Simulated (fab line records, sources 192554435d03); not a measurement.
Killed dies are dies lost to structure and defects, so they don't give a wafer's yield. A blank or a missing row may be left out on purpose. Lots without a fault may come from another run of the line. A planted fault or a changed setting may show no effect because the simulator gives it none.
Split-lot experiment | flow n5_finfet | 7 lots, 21 wafers read, on a route of 1938 steps

THE SPLIT
At N5_SD_EPI_N_PEB_07 (peb time 60 s), the setting peb_time_s was moved away from the recipe's 60 s on 6 of the 21 wafers read, by -16.9% to +10.6%. The other wafers ran this setting at the recipe's value.

FROM THE SPLIT TO THE READING: what the file shows between them, 1 step
- N5_SD_EPI_N_DEVELOP_08: develop time 30 s

THE READING
cd_nm, in nm, at N5_SD_EPI_N_CD_MEAS_09 (target cd 120 nm). Fault-free wafers of this fab line usually give 119.9 nm, standard deviation 0.74 nm.

wafer  | tool, chamber at the split | peb_time_s as run, s | against the recipe | cd_nm, nm | against lot-mates on the recipe
L074.1 | litho_track-04, 0          | 60                   | recipe             | 119.6     | -
L074.2 | litho_track-04, 0          | 60                   | recipe             | 119.8     | -
L074.3 | litho_track-04, 0          | 60                   | recipe             | 119.8     | -
L076.1 | litho_track-05, 0          | 60                   | recipe             | 119.5     | -
L076.5 | litho_track-05, 0          | 60                   | recipe             | 119.4     | -
L076.6 | litho_track-05, 0          | 60                   | recipe             | 119.1     | -
L080.2 | litho_track-01, 0          | 51.47                | -14.2%             | 114.4     | -5.1
L080.4 | litho_track-01, 0          | 51.47                | -14.2%             | 114.7     | -4.8
L080.5 | litho_track-01, 0          | 60                   | recipe             | 119.5     | -
L089.2 | litho_track-05, 0          | 60                   | recipe             | 120.7     | -
L089.4 | litho_track-05, 0          | 60                   | recipe             | 120.8     | -
L089.6 | litho_track-05, 0          | 60                   | recipe             | 121.8     | -
L090.2 | litho_track-05, 0          | 66.34                | +10.6%             | 123.6     | +3.3
L090.3 | litho_track-05, 0          | 60                   | recipe             | 120.5     | -
L090.4 | litho_track-05, 0          | 60                   | recipe             | 120.1     | -
L092.1 | litho_track-04, 0          | 60                   | recipe             | 120.0     | -
L092.2 | litho_track-04, 0          | 49.86                | -16.9%             | 112.9     | -6.8
L092.6 | litho_track-04, 0          | 60                   | recipe             | 119.4     | -
L093.2 | litho_track-04, 0          | 53.01                | -11.7%             | 114.6     | -5.0
L093.3 | litho_track-04, 0          | 53.01                | -11.7%             | 115.4     | -4.2
L093.6 | litho_track-04, 0          | 60                   | recipe             | 119.6     | -

THE FIT
A straight line over all 21 wafers: cd_nm changes by +0.396 nm for each +1% of peb_time_s; r = +0.97; the points scatter about the line by 0.65 nm.
The same after taking each lot's own level away (the mean of its wafers on the recipe; 21 wafers): +0.367 nm for each +1%; r = +0.99; scatter 0.36 nm.
On that fit, the largest move of peb_time_s shifts the reading by 6.2 nm.
The lots' own levels span 119.33 to 121.10 nm, that is 2.4 times the standard deviation above.
So the lot-to-lot level changes the slope little: the two slopes agree.
Check: with one of the wafers moved furthest among these (-16.9%) left out of the fit, the line predicts -6.08 nm for it against its lot-mates. It came out at -6.8 nm against them.

OTHER SPLITS ON THESE WAFERS
These wafers also went through other splits before the reading. Each is held against what the fit with the lots' levels taken away leaves over:
other split on the same wafers          | wafers away from the commonest value | r with cd_nm (lot level and that fit taken away)
N5_ZERO_LAYER_EXPOSE_08 dose_mj         | 4                                    | -0.15
N5_ZERO_LAYER_DEVELOP_10 develop_time_s | 10                                   | -0.05
N5_WELL_APT_EXPOSE_22 dose_mj           | 10                                   | +0.04
N5_WELL_APT_PEB_23 peb_temp_c           | 6                                    | -0.12
N5_FIN_SAQP_FIN_ETCH_36 bias_w          | 11                                   | -0.19
N5_FIN_CUT_COAT_18 temp_c               | 11                                   | +0.31
N5_DUMMY_GATE_HM_DEP_06 time_s          | 12                                   | +0.29

THE WHOLE CHAIN: every reading that the file lists as answering this split, in the file's order
step                   | what it does                                           | reading                                                         | change (the file's fit)               | r (the file's)
N5_SD_EPI_N_CD_MEAS_09 | target cd 120 nm                                       | cd_nm                                                           | +0.372 nm for each +1% of the setting | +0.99
N5_SD_EPI_N_DESCUM_14  | chemistry O2, time 7.9 s                               | SD_EPI_N.cd_nm (the simulator's own value, which no gauge read) | +0.37 nm for each +1% of the setting  | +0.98
N5_SD_EPI_N_ETCH_34    | etches SiARC in CF4, target depth 45.5 nm, time 75.8 s | SD_EPI_N.cd_nm (the simulator's own value, which no gauge read) | +0.353 nm for each +1% of the setting | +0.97
N5_SD_EPI_N_ETCH_35    | etches SOC in N2/H2, overetch 108 nm, time 486 s       | SD_EPI_N.cd_nm (the simulator's own value, which no gauge read) | +0.324 nm for each +1% of the setting | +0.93

THE FILE'S OWN FIT
cd_nm changes by +0.372 nm for each +1% of peb_time_s, r = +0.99.
